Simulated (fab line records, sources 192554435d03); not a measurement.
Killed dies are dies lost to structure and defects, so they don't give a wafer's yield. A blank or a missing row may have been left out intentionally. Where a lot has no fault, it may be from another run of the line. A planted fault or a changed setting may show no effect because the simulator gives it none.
Matching of chambers || flow n5-finfet || 3 sister chambers for N5_BEOL_M10_CURE_72 on uv-cure-02
The step cures SiCOH lowk, time 120 s. 14 wafers are shown with their chamber, then 7 later ones without.

== WAFERS, EACH WITH ITS CHAMBER ==
{"wafer": "L083.1", "chamber": 0, "lamp-power-pct (%)": 52.38, "wafer_temp_C_max": 371.7}
{"wafer": "L083.4", "chamber": 0, "lamp-power-pct (%)": 52.28, "wafer_temp_C_max": 370.9}
{"wafer": "L083.5", "chamber": 0, "lamp-power-pct (%)": 52.35, "wafer_temp_C_max": 371.7}
{"wafer": "L085.3", "chamber": 1, "lamp-power-pct (%)": 52.20, "wafer_temp_C_max": 371.1}
{"wafer": "L085.5", "chamber": 1, "lamp-power-pct (%)": 52.25, "wafer_temp_C_max": 371.2}
{"wafer": "L085.6", "chamber": 1, "lamp-power-pct (%)": 52.22, "wafer_temp_C_max": 371.9}
{"wafer": "L087.1", "chamber": 1, "lamp-power-pct (%)": 52.33, "wafer_temp_C_max": 372.1}
{"wafer": "L087.2", "chamber": 1, "lamp-power-pct (%)": 52.20, "wafer_temp_C_max": 371.3}
{"wafer": "L087.5", "chamber": 1, "lamp-power-pct (%)": 52.31, "wafer_temp_C_max": 371.7}
{"wafer": "L090.1", "chamber": 0, "lamp-power-pct (%)": 52.27, "wafer_temp_C_max": 371.3}
{"wafer": "L090.4", "chamber": 0, "lamp-power-pct (%)": 52.28, "wafer_temp_C_max": 371.7}
{"wafer": "L090.5", "chamber": 0, "lamp-power-pct (%)": 52.34, "wafer_temp_C_max": 371.8}
{"wafer": "L092.2", "chamber": 2, "lamp-power-pct (%)": 52.15, "wafer_temp_C_max": 371.1}
{"wafer": "L092.3", "chamber": 2, "lamp-power-pct (%)": 52.24, "wafer_temp_C_max": 371.0}

SIGNATURES, as means of the wafers listed above
{"reading": "lamp-power-pct", "chamber 0": 52.3167, "chamber 1": 52.2517, "chamber 2": 52.1950, "scatter within a chamber": 0.0526}
{"reading": "wafer_temp_C_max", "chamber 0": 371.517, "chamber 1": 371.550, "chamber 2": 371.050, "scatter within a chamber": 0.363}
Rule: for a wafer and a chamber, the distance is found by dividing, reading by reading, the gap between the wafer's reading and the chamber's mean by the reading's scatter, squaring, summing and taking the root. If the next closest chamber is less than 2 further off than the closest, the wafer can't be placed; otherwise it belongs to the closest. How the scatter is found: for the shown wafers, subtract from each reading the mean of its chamber, square and add these, divide the total by (wafers less chambers), then take the root.

== WAFERS MISSING THEIR CHAMBER ==
{"wafer": "L092.6", "lamp-power-pct (%)": 52.31, "wafer_temp_C_max": 371.3}
{"wafer": "L091.1", "lamp-power-pct (%)": 52.35, "wafer_temp_C_max": 372.6}
{"wafer": "L091.4", "lamp-power-pct (%)": 52.33, "wafer_temp_C_max": 371.9}
{"wafer": "L091.5", "lamp-power-pct (%)": 52.36, "wafer_temp_C_max": 372.2}
{"wafer": "L097.2", "lamp-power-pct (%)": 52.27, "wafer_temp_C_max": 371.2}
{"wafer": "L097.4", "lamp-power-pct (%)": 52.26, "wafer_temp_C_max": 371.6}
{"wafer": "L097.5", "lamp-power-pct (%)": 52.46, "wafer_temp_C_max": 372.2}

== WHICH CHAMBER EACH WENT THROUGH ==
{"wafer": "L092.6", "from the rows above": "can't be placed: 0 or 1 or 2", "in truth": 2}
{"wafer": "L091.1", "from the rows above": "can't be placed: 0 or 1", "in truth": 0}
{"wafer": "L091.4", "from the rows above": "can't be placed: 0 or 1", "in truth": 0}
{"wafer": "L091.5", "from the rows above": "can't be placed: 0 or 1", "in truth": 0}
{"wafer": "L097.2", "from the rows above": "can't be placed: 1 or 0 or 2", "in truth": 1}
{"wafer": "L097.4", "from the rows above": "can't be placed: 1 or 0 or 2", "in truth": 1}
{"wafer": "L097.5", "from the rows above": "can't be placed: 0 or 1", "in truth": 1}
Placed correctly: 0 of 7. Not placeable from these rows: 7 (in 7, the candidates include the true chamber). Placed wrongly: 0.
